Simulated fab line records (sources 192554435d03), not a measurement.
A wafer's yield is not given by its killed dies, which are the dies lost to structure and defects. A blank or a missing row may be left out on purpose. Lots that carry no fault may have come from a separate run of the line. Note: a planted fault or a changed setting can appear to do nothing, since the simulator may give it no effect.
fab line records	flow n5-finfet
record lots=7	wafers=21
route steps=1938 shown BEOL_M2@890 BEOL_M4@1023 BEOL_M5@1119 BEOL_M7@1266 BEOL_M8@1339 BEOL_M9@1440 BEOL_M10@1494
start-h: start of the lot's first displayed wafer, in hours after the record's first day	wait-h: hours since the lot's step before	" unchanged from the row above	L1.1+2: one row covering several wafers at once	- no value, or no start given	* or withheld: withheld	< > ~ a bound
route shown NAME@n: a module of which the file shows steps, and the number in the route of the first	usual: mean/standard deviation of fault-free wafers	same: alike in all rows	chamber/n: place in a boat	sites: per-site readings	_std_site: standard deviation of those values	_edge_site: the outer-site mean with the inner-site mean subtracted	radius-mm: for every site, how far away it sits from the centre of the wafer	mask NAME#n: copy n	behind: the last tool/chamber to shape the wafer	hold: reason for holding the lot/hours on hold/outcome of the hold	device: the n, p or np transistor that did not switch	end of line: at the end of the route, the tests of the same wafers	where a step has no rows: the recipe by itself	killed: dies that structure and defects cost at the first sort, which is not the same as the wafer's yield	map: a wafer's dies, marking killed ones x, the rest . and places with no die _
set.NAME: the setting that was run; set.NAME@STEP: the one run at that earlier step	model.NAME: the simulator's own value behind a step, which no gauge read
lots with deliberately changed settings; one table per step, one row per wafer
## steps
# step N5_BEOL_M2_TRENCH_ETCH_37
# recipe chemistry=C4F6/O2	target-depth-a=555.55	target=SiOC	time-s=29.2	ion-energy-ev=250	pressure-mtorr=30	source-w=355	bias-w=185	Ar_flow_sccm=300	C4F6_flow_sccm=10	O2_flow_sccm=10
# usual rf-vpp-V=665/6
lot.wafer	tool	chamber	start-h	wait-h	set.bias-w	rf-vpp-V
L074.2	rie-diel-05	2	-	-	185	663
L074.4	"	1	"	"	185	669
L074.6	"	1	"	"	185	670
L078.3	rie-diel-02	0	-	-	185	659
L078.5	"	0	"	"	185	661
L078.6	"	3	"	"	185	662
L077.3	rie-diel-06	0	-	-	172.3	635
L077.4	"	2	"	"	185	662
L077.6	"	1	"	"	185	670
L079.2	rie-diel-02	3	-	-	185	659
L079.5	"	1	"	"	185	660
L079.6	"	0	"	"	171.3	619
L082.2	rie-diel-05	0	-	-	158.2	585
L082.4	"	3	"	"	158.2	578
L082.6	"	2	"	"	185	662
L094.3	rie-diel-05	2	-	-	185	663
L094.4	"	2	"	"	185	664
L094.6	"	0	"	"	185	662
L096.1	rie-diel-05	2	-	-	154.3	574
L096.2	"	1	"	"	154.3	578
L096.6	"	1	"	"	154.3	579
# step N5_BEOL_M4_PECVD_72
# recipe material=SiO2	target-thk-a=160	temp-c=400	precursor=TEOS/O2	pressure-torr=5.5	rf-w=450	teos-flow-sccm=53.8	gas=O2	flow-sccm=3000	time-s=18
lot.wafer	tool	chamber	start-h	wait-h	set.temp-c	model.SiO2_of_BEOL_M4_PECVD_72.thk-nm
L074.2+6	pecvd-04	2	155.13	0.0	400	16.2
L074.4	"	1	"	"	400	16.4
L078.3	pecvd-01	0	170.54	0.0	400	15.8
L078.5+6	"	0,2	"	"	400	16
L077.3	pecvd-02	2	171.66	0.0	400	16
L077.4+6	"	1,2	"	"	400	16.2
L079.2	pecvd-02	0	178.18	0.0	400	15.8
L079.5+6	"	2,0	"	"	400	16.2
L082.2	pecvd-01	0	212.08	0.0	400	15.8
L082.4	"	0	"	"	406.5	15.4
L082.6	"	0	"	"	400	16.2
L094.3	pecvd-02	1	285.68	0.0	400	16.2
L094.4	"	1	"	"	392.8	17
L094.6	"	0	"	"	392.8	16.8
L096.1	pecvd-02	2	300.56	0.0	382.1	17.8
L096.2	"	1	"	"	400	16
L096.6	"	2	"	"	382.1	18
# step N5_BEOL_M4_COAT_05
# recipe resist=CAR-EUV	spin-rpm=1500	resist-thk-nm=30
lot.wafer	tool	chamber	start-h	wait-h	set.spin-rpm	model.CAR-EUV_of_BEOL_M4_COAT_05.thk-nm
L074.2	litho-track-01	0	-	-	1500	30
L074.4+6	"	0	"	"	1500	29.8
L078.3	litho-track-05	0	-	-	1500	30
L078.5	"	0	"	"	1333	31.8
L078.6	"	0	"	"	1333	32
L077.3+4	litho-track-05	0	-	-	1500	30
L077.6	"	0	"	"	1592	29.2
L079.2+5	litho-track-05	0	-	-	1500	30
L079.6	"	0	"	"	1413	31
L082.2+4+6	litho-track-01	0	-	-	1500	29.8
L094.3+4+6	litho-track-01	0	-	-	1500	30
L096.1+6	litho-track-01	0	-	-	1408	31
L096.2	"	0	"	"	1500	30
# step N5_BEOL_M4_EBR_07
# recipe solvent=PGMEA	ebr-width-mm=1.5
# step N5_BEOL_M4_SOFTBAKE_06
# recipe temp-c=110	time-s=60	resist=CAR-EUV
# step N5_BEOL_M4_DESCUM_16
# recipe chemistry=O2	time-s=7	source-power-w=50	bias-power-w=20	pressure-mtorr=20	rf-frequency-hz=2.712e+07	temp-c=40	resist=CAR-EUV	o2-flow-sccm=225
lot.wafer	tool	chamber	start-h	wait-h	set.spin-rpm@BEOL_M4_COAT_05	model.CAR-EUV_of_BEOL_M4_COAT_05.thk-nm
L074.2+4+6	rie-diel-02	0,2,3	155.70	0.0	1500	26
L078.3	rie-diel-06	1	171.91	0.0	1500	26.2
L078.5	"	0	"	"	1333	27.8
L078.6	"	1	"	"	1333	28
L077.3+4	rie-diel-06	2,1	172.71	0.0	1500	26
L077.6	"	0	"	"	1592	25.2
L079.2+5	rie-diel-02	1,0	182.08	0.0	1500	26.2
L079.6	"	1	"	"	1413	27
L082.2+4+6	rie-diel-02	0,2,2	212.69	0.0	1500	26
L094.3+4+6	rie-diel-02	3,2,1	288.39	0.3	1500	26
L096.1+6	rie-diel-02	2	302.35	0.0	1408	27
L096.2	"	1	"	"	1500	26
# step N5_BEOL_M4_ETCH_74
# recipe chemistry=N2/H2	target=underlayer	target-depth-a=65	mask-material=CAR-EUV	time-s=5.2	ion-energy-ev=200	pressure-mtorr=30	source-w=840	bias-w=150	n2-flow-sccm=200	h2-flow-sccm=200	ends=cleared
# step N5_BEOL_M4_ETCH_63
# recipe chemistry=CF4	target=SiARC	target-depth-a=156	mask-material=CAR-EUV	time-s=26	ion-energy-ev=80	pressure-mtorr=40	source-w=545	bias-w=36	Ar_flow_sccm=100	cf4-flow-sccm=100	ends=cleared
# step N5_BEOL_M4_STRIP_97
# recipe chemistry=N2/H2	time-s=10	power-w=450	temp-c=40	pressure-mtorr=20	rf-frequency-hz=6e+07	bias-power-w=7	n2-flow-sccm=200	h2-flow-sccm=200
# step N5_BEOL_M4_HM_STRIP_39
# recipe chemistry=peroxide-tin-strip	material=TiN	target-depth-a=250	temp-c=50	time-s=158
lot.wafer	tool	chamber	start-h	wait-h	set.temp-c@BEOL_M4_PECVD_72	model.SiO2_of_BEOL_M4_PECVD_72.thk-nm
L074.2+6	wet-bench-01	1,5	163.69	0.0	400	16
L074.4	"	4	"	"	400	16.2
L078.3	wet-bench-03	1	173.99	0.0	400	15.6
L078.5	"	0	"	"	400	16
L078.6	"	5	"	"	400	15.8
L077.3	wet-bench-03	5	177.23	0.0	400	15.8
L077.4+6	"	4,6	"	"	400	16
L079.2	wet-bench-03	7	190.50	0.0	400	15.6
L079.5+6	"	4,3	"	"	400	16
L082.2	wet-bench-05	3	218.00	0.0	400	15.8
L082.4	"	5	"	"	406.5	15.2
L082.6	"	6	"	"	400	16
L094.3	wet-bench-01	0	291.52	0.0	400	16.2
L094.4	"	6	"	"	392.8	17
L094.6	"	7	"	"	392.8	16.8
L096.1	wet-bench-01	5	306.69	0.0	382.1	17.6
L096.2	"	1	"	"	400	16
L096.6	"	3	"	"	382.1	17.8
# step N5_BEOL_M5_COAT_71
# recipe resist=underlayer	temp-c=205	time-s=60	spin-rpm=1500	resist-thk-nm=5
lot.wafer	tool	chamber	start-h	wait-h	set.spin-rpm
L074.2+4+6	litho-track-04	0	-	-	1500
L078.3+5+6	litho-track-02	0	-	-	1500
L077.3+4+6	litho-track-02	0	-	-	1359
L079.2	litho-track-04	0	-	-	1648
L079.5+6	"	0	"	"	1500
L082.2+4	litho-track-03	0	-	-	1500
L082.6	"	0	"	"	1594
L094.3+6	litho-track-04	0	-	-	1500
L094.4	"	0	"	"	1614
L096.1+2+6	litho-track-03	0	-	-	1500
# step N5_BEOL_M5_COAT_05
# recipe resist=CAR-EUV	spin-rpm=1500	resist-thk-nm=30
# step N5_BEOL_M5_EBR_07
# recipe solvent=PGMEA	ebr-width-mm=1.5
# step N5_BEOL_M5_DESCUM_16
# recipe chemistry=O2	time-s=7	source-power-w=50	bias-power-w=20	pressure-mtorr=20	rf-frequency-hz=2.712e+07	temp-c=40	resist=CAR-EUV	o2-flow-sccm=225
# step N5_BEOL_M5_ETCH_72
# recipe chemistry=N2/H2	target=underlayer	target-depth-a=65	mask-material=CAR-EUV	time-s=5.2	ion-energy-ev=200	pressure-mtorr=30	source-w=840	bias-w=150	n2-flow-sccm=200	h2-flow-sccm=200	ends=cleared
# usual etch-rf-on-time-s=5.16/0.074
lot.wafer	tool	chamber	start-h	wait-h	set.spin-rpm@BEOL_M5_COAT_71	etch-rf-on-time-s	model.etch.depth-nm
L074.2	rie-diel-04	3	172.33	0.0	1500	5.26	4.994
L074.4	"	1	"	"	1500	5.20	4.988
L074.6	"	2	"	"	1500	5.24	4.989
L078.3	rie-diel-04	3	182.54	0.0	1500	5.17	4.979
L078.5	"	1	"	"	1500	5.16	4.983
L078.6	"	3	"	"	1500	5.17	4.983
L077.3	rie-diel-04	0	185.82	0.0	1359	5.43	5.247
L077.4	"	0	"	"	1359	5.40	5.245
L077.6	"	2	"	"	1359	5.43	5.242
L079.2	rie-diel-03	3	199.38	0.0	1648	4.94	4.793
L079.5	"	0	"	"	1500	5.10	5.02
L079.6	"	3	"	"	1500	5.18	5.017
L082.2	rie-diel-01	0	226.84	0.0	1500	5.17	4.981
L082.4	"	1	"	"	1500	5.19	4.997
L082.6	"	3	"	"	1594	4.80	4.853
L094.3	rie-diel-04	1	298.84	0.0	1500	5.22	5.016
L094.4	"	3	"	"	1614	5.00	4.835
L094.6	"	1	"	"	1500	5.20	5.001
L096.1	rie-diel-01	1	314.99	0.0	1500	5.16	4.991
L096.2	"	2	"	"	1500	5.08	5.004
L096.6	"	1	"	"	1500	5.19	4.99
# step N5_BEOL_M5_ETCH_41
# recipe chemistry=CH3F/O2	target=SiCN	target-depth-a=315	taper-deg=2	time-s=56.7	ion-energy-ev=120	mask-material=TiN	pressure-mtorr=30	source-w=395	bias-w=75	Ar_flow_sccm=150	CH3F_flow_sccm=30	O2_flow_sccm=20
# usual rf-vpp-V=298.1/1.7
lot.wafer	tool	chamber	start-h	wait-h	set.source-w	rf-vpp-V
L074.2	rie-diel-01	0	-	-	395	301.0
L074.4	"	1	"	"	395	300.3
L074.6	"	1	"	"	395	299.7
L078.3	rie-diel-01	0	-	-	372	304.9
L078.5	"	0	"	"	395	299.7
L078.6	"	3	"	"	372	304.1
L077.3	rie-diel-01	3	-	-	395	298.9
L077.4	"	1	"	"	347.4	313.7
L077.6	"	1	"	"	395	300.0
L079.2	rie-diel-04	0	-	-	356.8	309.9
L079.5	"	2	"	"	395	298.4
L079.6	"	1	"	"	395	296.4
L082.2	rie-diel-03	2	-	-	369	305.7
L082.4	"	3	"	"	395	295.4
L082.6	"	2	"	"	395	299.8
L094.3	rie-diel-01	2	-	-	395	297.1
L094.4	"	0	"	"	395	299.5
L094.6	"	2	"	"	395	296.7
L096.1	rie-diel-03	3	-	-	395	294.8
L096.2	"	0	"	"	435	290.3
L096.6	"	2	"	"	435	289.0
# step N5_BEOL_M7_PECVD_70
# recipe material=SiO2	target-thk-a=200	temp-c=400	precursor=TEOS/O2	pressure-torr=5.5	rf-w=450	teos-flow-sccm=53.8	gas=O2	flow-sccm=3000	time-s=22.7
lot.wafer	tool	chamber	start-h	wait-h	set.temp-c	model.SiO2_of_BEOL_M7_PECVD_70.thk-nm
L074.2+4	pecvd-03	0,2	190.99	0.0	400	19.8
L074.6	"	1	"	"	400	20
L078.3	pecvd-01	0	201.61	0.0	383.8	22
L078.5	"	1	"	"	383.8	22.4
L078.6	"	2	"	"	400	20.8
L077.3	pecvd-04	1	203.55	0.0	409.7	18.4
L077.4+6	"	2,0	"	"	400	20
L079.2+5+6	pecvd-03	0,2,0	215.51	0.0	400	20
L082.2	pecvd-01	0	249.45	0.0	400	20.2
L082.4	"	1	"	"	400	20.4
L082.6	"	0	"	"	414.8	18.4
L094.3	pecvd-01	1	316.78	0.1	400	20
L094.4	"	2	"	"	400	20.2
L094.6	"	1	"	"	411.7	18.6
L096.1	pecvd-04	1	343.29	0.0	400	20.2
L096.2	"	2	"	"	400	20
L096.6	"	0	"	"	411.8	18.6
# step N5_BEOL_M8_COAT_05
# recipe resist=CAR-ArF	spin-rpm=1500	resist-thk-nm=90
lot.wafer	tool	chamber	start-h	wait-h	set.spin-rpm	model.CAR-ArF_of_BEOL_M8_COAT_05.thk-nm
L074.2+4+6	litho-track-05	0	-	-	1500	90.2
L078.3	litho-track-03	0	-	-	1551	88.6
L078.5	"	0	"	"	1500	90.4
L078.6	"	0	"	"	1500	90.2
L077.3	litho-track-05	0	-	-	1500	90.2
L077.4	"	0	"	"	1388	93.6
L077.6	"	0	"	"	1388	93.4
L079.2	litho-track-03	0	-	-	1500	90
L079.5	"	0	"	"	1442	92
L079.6	"	0	"	"	1442	91.6
L082.2	litho-track-03	0	-	-	1500	90
L082.4+6	"	0	"	"	1547	88.8
L094.3	litho-track-03	0	-	-	1500	90
L094.4	"	0	"	"	1500	90.2
L094.6	"	0	"	"	1609	87
L096.1	litho-track-02	0	-	-	1443	91.6
L096.2	"	0	"	"	1500	90
L096.6	"	0	"	"	1443	91.8
# step N5_BEOL_M8_EBR_07
# recipe solvent=PGMEA	ebr-width-mm=1.5
# step N5_BEOL_M8_SOFTBAKE_06
# recipe temp-c=110	time-s=60	resist=CAR-ArF
# step N5_BEOL_M8_EXPOSE_08
# recipe mask-id=M8	na=1.35	source-shape=dipole	sigma-inner=0.817	sigma-outer=0.97	polarization=te	dose-mj=68.25
# step N5_BEOL_M8_PEB_09
# recipe peb-temp-c=withheld	peb-time-s=60	resist=CAR-ArF
# step N5_BEOL_M8_DEVELOP_10
# recipe develop-time-s=30	developer=TMAH	resist=CAR-ArF	rinse-liquid=diw	dry=air-spin	dev-temp-c=23
lot.wafer	tool	chamber	start-h	wait-h	set.spin-rpm@BEOL_M8_COAT_05	model.CAR-ArF_of_BEOL_M8_COAT_05.thk-nm
L074.2+4+6	litho-track-02	0	-	-	1500	88.4
L078.3	litho-track-05	0	-	-	1551	86.8
L078.5+6	"	0	"	"	1500	88.6
L077.3	litho-track-02	0	-	-	1500	88.6
L077.4	"	0	"	"	1388	92
L077.6	"	0	"	"	1388	91.6
L079.2	litho-track-05	0	-	-	1500	88.4
L079.5	"	0	"	"	1442	90.4
L079.6	"	0	"	"	1442	89.8
L082.2	litho-track-02	0	-	-	1500	88.2
L082.4	"	0	"	"	1547	87.2
L082.6	"	0	"	"	1547	87
L094.3	litho-track-03	0	-	-	1500	88.2
L094.4	"	0	"	"	1500	88.4
L094.6	"	0	"	"	1609	85.2
L096.1	litho-track-02	0	-	-	1443	89.8
L096.2	"	0	"	"	1500	88.2
L096.6	"	0	"	"	1443	90
# step N5_BEOL_M8_DESCUM_16
# recipe chemistry=O2	time-s=7.9	source-power-w=50	bias-power-w=20	pressure-mtorr=20	rf-frequency-hz=2.712e+07	temp-c=40	resist=CAR-ArF	o2-flow-sccm=225
lot.wafer	tool	chamber	start-h	wait-h	set.spin-rpm@BEOL_M8_COAT_05	model.CAR-ArF_of_BEOL_M8_COAT_05.thk-nm
L074.2+4+6	rie-diel-05	3,2,1	199.44	0.4	1500	83.6
L078.3	rie-diel-06	0	208.66	0.2	1551	82
L078.5	"	3	"	"	1500	83.8
L078.6	"	2	"	"	1500	83.6
L077.3	rie-diel-05	2	212.59	0.1	1500	83.6
L077.4	"	1	"	"	1388	87.2
L077.6	"	2	"	"	1388	86.8
L079.2	rie-diel-05	3	224.31	0.0	1500	83.4
L079.5	"	2	"	"	1442	85.4
L079.6	"	3	"	"	1442	85
L082.2	rie-diel-06	3	258.40	0.3	1500	83.4
L082.4+6	"	2,3	"	"	1547	82.2
L094.3	rie-diel-02	1	327.19	0.0	1500	83.4
L094.4	"	1	"	"	1500	83.6
L094.6	"	2	"	"	1609	80.4
L096.1	rie-diel-06	0	352.51	0.1	1443	85
L096.2	"	2	"	"	1500	83.4
L096.6	"	2	"	"	1443	85.2
# step N5_BEOL_M9_ETCH_66
# recipe chemistry=N2/H2	target=SOC	target-depth-a=800	overetch-a=160	mask-material=SiARC	temp-c=40	time-s=120	ion-energy-ev=200	pressure-mtorr=30	source-w=840	bias-w=150	n2-flow-sccm=200	h2-flow-sccm=200
lot.wafer	tool	chamber	start-h	wait-h	set.time-s	model.SiARC_of_BEOL_M9_COAT_64.thk-nm
L074.2+4+6	rie-diel-04	1,2,1	207.36	0.0	120	6.4
L078.3+6	rie-diel-03	3	217.54	0.0	120	6.4
L078.5	"	2	"	"	101.4	7.4
L077.3	rie-diel-01	0	221.75	0.0	120	6.4
L077.4	"	3	"	"	120	6
L077.6	"	3	"	"	120	6.2
L079.2+6	rie-diel-03	1,2	236.37	0.0	120	6.4
L079.5	"	1	"	"	133.9	5.8
L082.2	rie-diel-03	2	266.72	0.0	120	6.4
L082.4	"	3	"	"	97.52	7.4
L082.6	"	1	"	"	120	6.6
L094.3+4	rie-diel-01	0,1	336.72	0.0	120	6.4
L094.6	"	0	"	"	97.71	7.4
L096.1	rie-diel-03	1	364.39	0.0	96.23	7.6
L096.2	"	0	"	"	96.23	7.4
L096.6	"	3	"	"	120	6.4
# step N5_BEOL_M9_TRENCH_ETCH_37
# recipe chemistry=C4F6/O2	target-depth-a=1514.3	target=SiCOH_lowk	time-s=49	ion-energy-ev=250	pressure-mtorr=30	source-w=345	bias-w=185	Ar_flow_sccm=300	C4F6_flow_sccm=10	O2_flow_sccm=10
# usual rf-vpp-V=667/6.3
lot.wafer	tool	chamber	start-h	wait-h	set.source-w	rf-vpp-V
L074.2	rie-diel-04	1	-	-	345	670
L074.4	"	2	"	"	345	662
L074.6	"	1	"	"	345	672
L078.3	rie-diel-03	3	-	-	345	666
L078.5	"	2	"	"	345	659
L078.6	"	3	"	"	345	665
L077.3	rie-diel-01	0	-	-	345	668
L077.4	"	3	"	"	345	674
L077.6	"	3	"	"	305.2	717
L079.2	rie-diel-03	1	-	-	345	662
L079.5	"	1	"	"	315.6	694
L079.6	"	2	"	"	315.6	689
L082.2	rie-diel-03	2	-	-	345	658
L082.4	"	3	"	"	345	665
L082.6	"	1	"	"	345	663
L094.3	rie-diel-01	0	-	-	345	667
L094.4	"	1	"	"	382.9	639
L094.6	"	0	"	"	345	668
L096.1	rie-diel-03	1	-	-	345	663
L096.2	"	0	"	"	345	663
L096.6	"	3	"	"	345	663
# step N5_BEOL_M10_COAT_63
# recipe resist=SOC	temp-c=250	time-s=60	spin-rpm=1500	resist-thk-nm=100
lot.wafer	tool	chamber	start-h	wait-h	set.spin-rpm	model.SOC_of_BEOL_M10_COAT_63.thk-nm
L074.2+6	litho-track-02	0	212.86	0.1	1500	100.2
L074.4	"	0	"	"	1500	100
L078.3	litho-track-02	0	225.30	0.6	1500	100
L078.5+6	"	0	"	"	1454	102
L077.3+4	litho-track-02	0	228.39	0.6	1500	100.4
L077.6	"	0	"	"	1445	102.4
L079.2+5	litho-track-04	0	247.42	0.0	1500	100.8
L079.6	"	0	"	"	1389	104.8
L082.2+6	litho-track-03	0	274.66	1.4	1500	100.6
L082.4	"	0	"	"	1500	100.8
L094.3	litho-track-03	0	344.68	0.1	1500	99.8
L094.4	"	0	"	"	1500	100.2
L094.6	"	0	"	"	1500	99.6
L096.1	litho-track-02	0	371.30	1.0	1555	98
L096.2	"	0	"	"	1500	100
L096.6	"	0	"	"	1500	99.8
## key
split step=N5_BEOL_M2_TRENCH_ETCH_37	setting=bias-w	stated=185	by=wafer
response step=N5_BEOL_M2_TRENCH_ETCH_37	reading=rf-vpp-V	change=+5.37	per=1%	r=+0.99
split step=N5_BEOL_M4_PECVD_72	setting=temp-c	stated=400	by=wafer
response step=N5_BEOL_M4_PECVD_72	reading=model.SiO2_of_BEOL_M4_PECVD_72.thk-nm	change=-0.414	per=1%	r=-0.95
response step=N5_BEOL_M4_HM_STRIP_39	reading=model.SiO2_of_BEOL_M4_PECVD_72.thk-nm	change=-0.386	per=1%	r=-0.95
split step=N5_BEOL_M4_COAT_05	setting=spin-rpm	stated=1500	by=wafer
response step=N5_BEOL_M4_COAT_05	reading=model.CAR-EUV_of_BEOL_M4_COAT_05.thk-nm	change=-0.163	per=1%	r=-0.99
response step=N5_BEOL_M4_DESCUM_16	reading=model.CAR-EUV_of_BEOL_M4_COAT_05.thk-nm	change=-0.149	per=1%	r=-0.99
split step=N5_BEOL_M5_COAT_71	setting=spin-rpm	stated=1500	by=wafer
response step=N5_BEOL_M5_ETCH_72	reading=etch-rf-on-time-s	change=*	per=1%	r=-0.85
response step=N5_BEOL_M5_ETCH_72	reading=model.etch.depth-nm	change=-0.0226	per=1%	r=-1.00
split step=N5_BEOL_M5_ETCH_41	setting=source-w	stated=395	by=wafer
response step=N5_BEOL_M5_ETCH_41	reading=rf-vpp-V	change=-1.02	per=1%	r=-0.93
split step=N5_BEOL_M7_PECVD_70	setting=temp-c	stated=400	by=wafer
response step=N5_BEOL_M7_PECVD_70	reading=model.SiO2_of_BEOL_M7_PECVD_70.thk-nm	change=-0.477	per=1%	r=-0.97
split step=N5_BEOL_M8_COAT_05	setting=spin-rpm	stated=1500	by=wafer
response step=N5_BEOL_M8_COAT_05	reading=model.CAR-ArF_of_BEOL_M8_COAT_05.thk-nm	change=-0.44	per=1%	r=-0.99
response step=N5_BEOL_M8_DEVELOP_10	reading=model.CAR-ArF_of_BEOL_M8_COAT_05.thk-nm	change=-0.433	per=1%	r=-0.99
response step=N5_BEOL_M8_DESCUM_16	reading=model.CAR-ArF_of_BEOL_M8_COAT_05.thk-nm	change=-0.445	per=1%	r=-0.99
split step=N5_BEOL_M9_ETCH_66	setting=time-s	stated=120	by=wafer
response step=N5_BEOL_M9_ETCH_66	reading=model.SiARC_of_BEOL_M9_COAT_64.thk-nm	change=-0.0545	per=1%	r=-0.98
split step=N5_BEOL_M9_TRENCH_ETCH_37	setting=source-w	stated=345	by=wafer
response step=N5_BEOL_M9_TRENCH_ETCH_37	reading=rf-vpp-V	change=-3.37	per=1%	r=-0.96
split step=N5_BEOL_M10_COAT_63	setting=spin-rpm	stated=1500	by=wafer
response step=N5_BEOL_M10_COAT_63	reading=model.SOC_of_BEOL_M10_COAT_63.thk-nm	change=-0.549	per=1%	r=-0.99
